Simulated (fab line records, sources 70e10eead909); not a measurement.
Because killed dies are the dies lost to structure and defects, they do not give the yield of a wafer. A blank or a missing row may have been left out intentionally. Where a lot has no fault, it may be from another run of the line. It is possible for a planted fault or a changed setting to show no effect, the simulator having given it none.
Matching of chambers | flow nand harc | 4 sister chambers for NHARC_P_M2_DESCUM_14 on rie diel-06
The step chemistry O2, time 3 s. 4 wafers are shown with their chamber, then 9 later ones without.

WAFERS, EACH WITH ITS CHAMBER
wafer  | chamber | drypump motor current A (A)
L087.5 | 0       | 5.5
L086.1 | 1       | 6.7
L086.3 | 3       | 6.1
L086.5 | 2       | 5.8

WAFERS MISSING THEIR CHAMBER
wafer  | drypump motor current A (A)
L091.1 | 6.0
L091.4 | 6.7
L091.5 | 6.0
L093.2 | 6.7
L093.4 | 5.5
L093.6 | 5.6
L097.2 | 5.8
L097.3 | 6.7
L097.5 | 6.0

EACH ONE'S CHAMBER
wafer  | from the rows above     | in truth
L091.1 | can't be placed: 3 or 2 | 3
L091.4 | 1                       | 1
L091.5 | can't be placed: 3 or 2 | 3
L093.2 | 1                       | 1
L093.4 | 0                       | 0
L093.6 | can't be placed: 0 or 2 | 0
L097.2 | 2                       | 2
L097.3 | 1                       | 1
L097.5 | can't be placed: 3 or 2 | 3
Placed correctly: 5 of 9. Not placeable from these rows: 4 (in 4, the candidates include the true chamber). Number placed wrongly: 0.
How it was worked out, from the rows above alone: a wafer's distance from a chamber is the root of the sum, over the readings, of the square of ((its reading less the chamber's mean) divided by the reading's scatter). If the next closest chamber is less than 2 further off than the closest, the wafer can't be placed; otherwise it belongs to the closest. A chamber's mean is the mean of its shown wafers. The scatter: root of mean squared gap, hidden wafer to nearest shown wafer, with one shown wafer a chamber.
